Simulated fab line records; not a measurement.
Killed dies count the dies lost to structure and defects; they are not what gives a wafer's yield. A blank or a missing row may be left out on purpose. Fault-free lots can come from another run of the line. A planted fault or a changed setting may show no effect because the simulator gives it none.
Lot-split experiment -- flow n5_finfet -- 7 lots, 21 wafers read, on a route of 1938 steps

== ON THE SPLIT ==
At N5_BEOL_M1_DEP_57 (deposits SiCN from 3MS/NH3, target thk 8 nm, time 14 s), the setting time_s was moved away from the recipe's 14 s on 10 of the 21 wafers read, by -6.6% to +11.2%. All remaining wafers had this setting at the recipe value.

The reading comes from the split's own step.

== THE READING ==
SiCN_of_BEOL_M1_DEP_57.thk_nm (the simulator's own value, which no gauge read), in nm, at N5_BEOL_M1_DEP_57 (deposits SiCN from 3MS/NH3, target thk 8 nm, time 14 s). The file does not state a usual value for it. Average 7.9 nm, standard deviation 0.096 nm, over the 11 wafers here run with the recipe.

wafer,"tool, chamber at the split","time_s as run, s",against the recipe,"SiCN_of_BEOL_M1_DEP_57.thk_nm, nm",against lot-mates on the recipe
L081.1,"pecvd-03, 0",14,recipe,7.8,-
L081.2,"pecvd-03, 2",15.25,+8.9%,8.4,+0.6
L081.4,"pecvd-03, 2",15.25,+8.9%,8.6,+0.8
L083.1,"pecvd-02, 1",14,recipe,7.8,-
L083.2,"pecvd-02, 2",13.24,-5.4%,7.4,-0.5
L083.5,"pecvd-02, 2",14,recipe,8,-
L084.1,"pecvd-03, 1",14,recipe,7.8,-
L084.5,"pecvd-03, 1,2",14,recipe,8,-
L084.6,"pecvd-03, 1,2",14,recipe,8,-
L086.2,"pecvd-02, 0",14,recipe,7.8,-
L086.3,"pecvd-02, 2",15.12,+8.0%,8.4,+0.5
L086.4,"pecvd-02, 0",14,recipe,8,-
L088.1,"pecvd-02, 0,2",15.57,+11.2%,8.8,+0.8
L088.3,"pecvd-02, 0,2",15.57,+11.2%,8.8,+0.8
L088.6,"pecvd-02, 0",14,recipe,8,-
L091.4,"pecvd-03, 0",14,recipe,8,-
L091.5,"pecvd-03, 2,1",13.09,-6.5%,7.4,-0.6
L091.6,"pecvd-03, 2,1",13.09,-6.5%,7.4,-0.6
L093.1,"pecvd-01, 2",14,recipe,8,-
L093.3,"pecvd-01, 1",13.08,-6.6%,7.4,-0.6
L093.5,"pecvd-01, 1",13.08,-6.6%,7.8,-0.2
If several chambers appear in one row, that row covers several wafers at once and the file leaves open which wafer was in which chamber.

THE FIT
A straight line over all 21 wafers: SiCN_of_BEOL_M1_DEP_57.thk_nm changes by +0.0706 nm for each +1% of time_s; r = +0.96; the points scatter about the line by 0.13 nm.
The same after taking each lot's own level away (the mean of its wafers on the recipe; 21 wafers): +0.0747 nm for each +1%; r = +0.97; scatter 0.11 nm.
On that fit, the largest move of time_s shifts the reading by 0.84 nm.
The span of the lots' own levels, 7.80 to 8.00 nm, comes to 2.1 times the standard deviation stated above.
Hence the lot-to-lot level has little effect on the slope; both slopes agree.
Check: with one of the wafers moved furthest among these (+11.2%) left out of the fit, the line predicts +0.832 nm for it against its lot-mates. It came out at +0.8 nm against them.

== FURTHER SPLITS ON THESE WAFERS ==
Other splits were also applied to these wafers ahead of the reading. Each is held against what the fit with the lots' levels taken away leaves over:
other split on the same wafers,wafers away from the commonest value,r with SiCN_of_BEOL_M1_DEP_57.thk_nm (lot level and that fit taken away)
N5_BEOL_M1_COAT_73 temp_c,7,+0.30

== FILE'S OWN FIT ==
SiCN_of_BEOL_M1_DEP_57.thk_nm changes by +0.0741 nm for each +1% of time_s, r = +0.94.
